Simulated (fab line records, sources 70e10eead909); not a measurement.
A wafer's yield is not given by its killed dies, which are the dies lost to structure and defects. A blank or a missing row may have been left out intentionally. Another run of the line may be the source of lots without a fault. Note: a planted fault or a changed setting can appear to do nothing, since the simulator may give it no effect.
Which tool was responsible? || flow nandHarc || 11 lots, 33 wafers sampled, at 2 steps of a route of 1159

## WHAT THE GAUGES SHOWED, per wafer
NHARC_A_CHANNEL_HOLE_D1_CD_MEAS_10: the cd target is 100 nm.
{"lot": "L909", "measured": "day 8 09:45", "on": "cdSem-01", "cdNm (nm)": "100.3 100.7 100.1"}
{"lot": "L911", "measured": "day 8 21:35", "on": "cdSem-02", "cdNm (nm)": "100.5 99.9 100.4"}
{"lot": "L915", "measured": "day 9 16:32", "on": "cdSem-01", "cdNm (nm)": "99.3 99.5 99.3"}
{"lot": "L916", "measured": "day 10 06:24", "on": "cdSem-03", "cdNm (nm)": "100.2 99.9 100.2"}
{"lot": "L917", "measured": "day 10 07:41", "on": "cdSem-02", "cdNm (nm)": "101.2 100.6 100.5"}
{"lot": "L918", "measured": "day 10 07:52", "on": "cdSem-02", "cdNm (nm)": "100.1 99.8 100.1"}
{"lot": "L920", "measured": "day 11 09:01", "on": "cdSem-03", "cdNm (nm)": "99.8 100.1 99.0"}
{"lot": "L925", "measured": "day 12 00:18", "on": "cdSem-03", "cdNm (nm)": "105.8 106.2 106.1"}
{"lot": "L924", "measured": "day 12 00:37", "on": "cdSem-01", "cdNm (nm)": "107.0 106.7 106.7"}
{"lot": "L926", "measured": "day 12 06:20", "on": "cdSem-02", "cdNm (nm)": "100.7 101.3 100.4"}
{"lot": "L931", "measured": "day 14 01:44", "on": "cdSem-01", "cdNm (nm)": "101.1 100.5 100.9"}

## EACH LOT AND THE TOOL THAT RAN IT (in order: tool; ch and the chambers of the sampled wafers; start)
{"lot": "L909", "NHARC_A_CHANNEL_HOLE_D1_PEB_08": "lithoTrack-04 ch 0, day 8 09:40"}
{"lot": "L911", "NHARC_A_CHANNEL_HOLE_D1_PEB_08": "lithoTrack-06 ch 0, day 8 21:30"}
{"lot": "L915", "NHARC_A_CHANNEL_HOLE_D1_PEB_08": "lithoTrack-01 ch 0, day 9 16:26"}
{"lot": "L916", "NHARC_A_CHANNEL_HOLE_D1_PEB_08": "lithoTrack-06 ch 0, day 10 06:19"}
{"lot": "L917", "NHARC_A_CHANNEL_HOLE_D1_PEB_08": "lithoTrack-04 ch 0, day 10 07:37"}
{"lot": "L918", "NHARC_A_CHANNEL_HOLE_D1_PEB_08": "lithoTrack-01 ch 0, day 10 07:47"}
{"lot": "L920", "NHARC_A_CHANNEL_HOLE_D1_PEB_08": "lithoTrack-01 ch 0, day 11 08:56"}
{"lot": "L925", "NHARC_A_CHANNEL_HOLE_D1_PEB_08": "lithoTrack-01 ch 0, day 12 00:13"}
{"lot": "L924", "NHARC_A_CHANNEL_HOLE_D1_PEB_08": "lithoTrack-01 ch 0, day 12 00:32"}
{"lot": "L926", "NHARC_A_CHANNEL_HOLE_D1_PEB_08": "lithoTrack-04 ch 0, day 12 06:15"}
{"lot": "L931", "NHARC_A_CHANNEL_HOLE_D1_PEB_08": "lithoTrack-06 ch 0, day 14 01:39"}
- NHARC_A_CHANNEL_HOLE_D1_PEB_08: peb time 65 s.

## THE ANSWER, worked out from the rows above alone
Rule: usual is defined by the lots themselves. Put in order of their means at a reading, lots are off if they are a third of the lots or fewer, leave a main group of 4 or more, and stand apart from it by a gap of 3 or more times the standard deviation of the main group's means; of several such gaps the widest counts. A main group whose means are all the same, to the digits that the tables above print for the reading, isn't used. A lot without any number at a reading at which 4 lots or more have one is off too. Any other lot the step has rows for is counted as sound.
Off, at NHARC_A_CHANNEL_HOLE_D1_CD_MEAS_10 on cdNm: L925, L924. Mean 100.2 nm and standard deviation 0.49 in the main group.
If a tool, at a process step before that reading, ran all the lots that are off and no sound lot after the first of them, it fits. Those tools and the gauges at NHARC_A_CHANNEL_HOLE_D1_CD_MEAS_10 are tried in the same way. One candidate fits, namely lithoTrack-01 at NHARC_A_CHANNEL_HOLE_D1_PEB_08. A fault onset in the window from L920 (day 11 08:56, its last sound lot) to L925 (day 12 00:13, its first lot off) fits.

## WHAT HAD BEEN PUT IN BY THE SIMULATOR
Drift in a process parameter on lithoTrack-01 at NHARC_A_CHANNEL_HOLE_D1_PEB_08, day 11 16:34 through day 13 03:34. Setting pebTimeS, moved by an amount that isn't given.
Shown lots that were struck: L925, L924. The rule above found the same.
